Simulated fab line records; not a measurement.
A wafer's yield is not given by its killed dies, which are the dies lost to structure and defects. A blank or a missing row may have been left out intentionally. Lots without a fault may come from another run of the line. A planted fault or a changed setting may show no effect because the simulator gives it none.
Struck lot and sound lot, side by side ; flow nand_harc ; 18 steps out of a route of 1302
Sound: these wafers, L116.1, L116.2, L116.3. Struck: wafer L126.5; the same lot's L126.2 was not struck, so it is left out; see the end for the cause.
Each step with rows lists, per side, the tool, then ch with its chambers, then its first start. Under that, the readings that differ: sound wafers ; struck wafers ; difference of the means ; sigmas: that difference in standard deviations of wafers without a fault.
alike: readings whose means differ by less than 2 such deviations, and words and numbers that are the same on both sides. not compared: withheld readings, readings that some wafer has no value for, bounds like >300 that may hide the same value, and numbers for which the record gives no deviation and whose values overlap.
Wherever a step has rows on one side only, a row that says differs or no value, or a row with sigmas, the two part there. Non-overlapping numbers with no deviation appear without sigmas and do not part them. A reading that every wafer of one side lacks parts them only if that side has two wafers or more.

NHARC_P_M1_ETCH_35: etches the open film in N2/H2, target depth 40 nm, overetch 12 nm, time 43.94 s.
  sound on rie_diel-12 ch 0,2,3, day 7 00:12; struck on rie_diel-13 ch 2, day 11 01:53
  alike: drypump_motor_current_A, oes_product_au, rf_vpp_V, showerhead_plenum_p_Torr, throttle_valve_pct
  not compared: rf_hours_counter_h
then, 1 step without rows for these wafers: NHARC_P_M1_ETCH_15 (etches the open film in C4F8/Ar, target depth 182.5 nm, time 91.2 s).
NHARC_P_M1_CD_MEAS_16:
  sound on cd_sem-02 at day 7 00:25; struck on cd_sem-01 at day 11 02:07
reading;sound;struck;difference;sigmas
cd_nm (nm);128.8 129.0 128.8;131.0;+2.1;+3
then, 3 steps without rows for these wafers: NHARC_P_M1_STRIP_18 (strips in N2/H2); NHARC_P_M1_ETCH_28 (etches the open film in CF4/N2, target depth 30 nm, time 72.99 s); NHARC_P_M1_STRIP_19 (strips in post etch residue remover, time 600 s).
NHARC_P_M1_DEGAS_29: time 60 s.
  sound on pvd_sputter-02 at day 7 01:08; struck on pvd_sputter-01 at day 11 02:50
  alike: heater_power_w
NHARC_P_M1_PRE_CLEAN_30: time 30 s.
  sound on pvd_sputter-02; struck on pvd_sputter-01
  alike: heater_power_w
NHARC_P_M1_PVD_20: deposits TaN, target thk 5 nm, time 8.06 s.
  sound on pvd_sputter-02; struck on pvd_sputter-01
reading;sound;struck;difference;sigmas
throttle_valve_pct (%);29.1 30.8 30.4;27.2;-2.9;-2
NHARC_P_M1_PVD_21: deposits Cu, target thk 30 nm, time 20.49 s.
  sound on pvd_sputter-02; struck on pvd_sputter-01
  alike: throttle_valve_pct
then, 2 steps without rows for these wafers: NHARC_P_M1_ECD_22 (material Cu, target thk 400 nm); NHARC_P_M1_ANNEAL_31 (time 90 s).
NHARC_P_M1_CMP_23: polishes, t overpolish 20 s, target thk 157.82 nm.
  sound on cmp-01 ch 0,2,3, day 7 02:13; struck on cmp-04 ch 2, day 11 03:55
reading;sound;struck;difference;sigmas
time_to_endpoint_s (s);28.0 30.1 31.1;37.8;+8.1;+4
  alike: motor_current_A
NHARC_P_M1_THK_MEAS_24: measures by xrf.
  sound on film_metro-02 at day 7 02:32; struck on film_metro-02 at day 11 04:14
reading;sound;struck;difference;sigmas
thk_nm (nm);157.8 158.5 159.8;163.1;+4.4;+3
next, for these wafers, 1 step has no rows: NHARC_P_M1_SRD_25.
NHARC_P_M1_INSPECT_27:
  sound on defect_inspect-02 at day 7 02:41; struck on defect_inspect-01 at day 11 04:23
reading;sound;struck;difference;sigmas
raw_defect_count;480 505 377;2338;+1884;+14
then, 1 step without rows for these wafers: NHARC_P_M1_PRE_CLEAN_32 (time 12 s).
-- record jumps: 18 days between struck wafers' starts before vs after; left off in module P_M1, resumes in module END, first step shown is number 1302 of the route --
NHARC_END_SORT_01:
  sound on prober-02 ch 0, day 24 18:19; struck on prober-01 ch 0, day 28 19:17
reading;sound;struck;difference;sigmas
defect_limited_yield (%);91.6 90.4 91.4;0;-91;-30
killed_at_periphery;8 6 9;616;+608;+99 or more
killed_dies;57 65 58;677;+617;+31
killed_open;5 6 3;0;-5;-3
  alike: killed_at_array, killed_at_other, killed_short

WHERE THEY PART
First at NHARC_P_M1_CD_MEAS_16; last, within this record, at NHARC_END_SORT_01.

WHY: what had been put in by the simulator
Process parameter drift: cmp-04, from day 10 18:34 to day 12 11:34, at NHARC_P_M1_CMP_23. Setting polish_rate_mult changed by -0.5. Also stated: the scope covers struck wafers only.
